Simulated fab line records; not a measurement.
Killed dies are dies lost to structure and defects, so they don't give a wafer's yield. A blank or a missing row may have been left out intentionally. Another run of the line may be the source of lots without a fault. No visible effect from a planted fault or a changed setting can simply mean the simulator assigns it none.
A struck lot beside a sound one	flow nand_harc	11 out of 1159 route steps
Sound: wafers L325.1, L325.3, L325.4. Struck: wafer L333.3 (left out: L333.1, L333.2 of the same lot, which were not struck); the cause appears at the end.
For every step that has rows: the tool of each side, followed by ch and its chambers, followed by its first start. Under that, the readings that differ: sound wafers	struck wafers	difference of the means	sigmas: that difference in standard deviations of wafers without a fault.
alike: same words and numbers on both sides, and readings whose means sit less than 2 such deviations apart. not compared: any withheld reading, any reading some wafer has no value for, any bound like >300 that may hide the same value, and any number with overlapping values for which the record gives no deviation.
A row with sigmas, a row that says differs or no value, or rows on one side alone: a step with any of these is where the two part. Non-overlapping numbers with no deviation appear without sigmas and do not part them. Lack of a reading on every wafer of one side parts them only where that side has two or more wafers.

NHARC_A_WL_FILL_INSPECT_15:
  sound: defect_inspect-02 at day 17 10:06; struck: defect_inspect-02 at day 20 04:50
  alike: raw_defect_count
NHARC_A_CONTACT_DEP_24: deposits SiO2, target thk 500 nm.
  sound on pecvd-02 ch 0,2, day 17 10:10; struck on pecvd-04 ch 0, day 20 04:54
reading	sound	struck	difference	sigmas
heater_power_w (W)	393 445 449	645	+216	+2
  alike: chamber_pressure_Torr, flow_sccm, throttle_valve_pct
NHARC_A_CONTACT_DEP_28: deposits aC, target thk 3600 nm.
  sound on acl_dep-03 ch 0, day 17 10:46; struck on acl_dep-01 ch 0, day 20 05:32
  alike: throttle_valve_pct
NHARC_A_CONTACT_DEP_29: deposits SiON, target thk 70 nm.
  sound on pecvd-03 ch 0,2, day 17 13:00; struck on pecvd-02 ch 2, day 20 07:45
reading	sound	struck	difference	sigmas
chamber_pressure_Torr (Torr)	3.499 3.496 3.494	3.517	+0.021	+3
  alike: heater_power_w
then, 5 steps without rows for these wafers: NHARC_A_CONTACT_DEHYDRATE_32 (time 120 s); NHARC_A_CONTACT_HMDS_33 (time 30 s); NHARC_A_CONTACT_COAT_34 (time 75 s); NHARC_A_CONTACT_COAT_35 (time 65 s); NHARC_A_CONTACT_COAT_36 (resist thk 90 nm).
NHARC_A_CONTACT_SOFTBAKE_37: time 55 s.
  sound on litho_track-06 ch 0, day 17 13:00; struck on litho_track-06 ch 0, day 20 08:00
reading	sound	struck	difference	sigmas
heater_power_total_W (W)	188.48 188.30 188.49	209.55	+21.13	+99 or more
following that, these wafers have no rows for 1 step: NHARC_A_CONTACT_EBR_38.

## WHERE THEY PART
First at NHARC_A_CONTACT_DEP_24; last, within this record, at NHARC_A_CONTACT_SOFTBAKE_37.

WHY: whatever the simulator had introduced
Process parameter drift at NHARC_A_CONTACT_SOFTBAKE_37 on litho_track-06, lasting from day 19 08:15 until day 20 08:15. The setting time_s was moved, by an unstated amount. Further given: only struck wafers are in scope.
